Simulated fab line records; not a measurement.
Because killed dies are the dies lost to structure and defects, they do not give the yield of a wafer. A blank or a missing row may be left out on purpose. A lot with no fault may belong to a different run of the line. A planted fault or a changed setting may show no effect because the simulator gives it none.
Chamber matching ; flow n5 finfet ; 4 sister chambers for N5_BEOL_M0_SAQP_DESCUM_45 on rie diel-06
The step chemistry O2, time 7 s. 4 wafers are shown with their chamber, then 12 later ones without.

## WAFERS PAIRED WITH THEIR CHAMBERS
wafer;chamber;showerhead plenum p Torr (Torr)
L087.4;2;2.05
L088.1;3;1.92
L088.2;1;2.19
L088.3;0;2.00

## WAFERS WITH NO CHAMBER GIVEN
wafer;showerhead plenum p Torr (Torr)
L091.3;2.19
L091.4;1.99
L091.6;1.92
L093.1;1.92
L093.4;2.19
L093.6;2.19
L095.3;1.99
L095.5;1.99
L095.6;2.19
L097.2;1.99
L097.4;2.05
L097.5;1.99

## THE CHAMBER EACH PASSED THROUGH
wafer;from the rows above;in truth
L091.3;1;1
L091.4;0;0
L091.6;3;3
L093.1;3;3
L093.4;1;1
L093.6;1;1
L095.3;0;0
L095.5;0;0
L095.6;1;1
L097.2;0;0
L097.4;2;2
L097.5;0;0
Placed correctly: 12 of 12. Number that these rows cannot place: 0. 0 placed wrongly.
How it was worked out, from the rows above alone: a wafer's distance from a chamber is the root of the sum, over the readings, of the square of ((its reading less the chamber's mean) divided by the reading's scatter). The wafer belongs to the nearest chamber; if the next one is less than 2 further off, it can't be placed. The mean given for a chamber averages the wafers shown for that chamber. The scatter (one wafer shown for each chamber): square how far every hidden wafer sits from the nearest shown wafer, average those squares and take the square root.
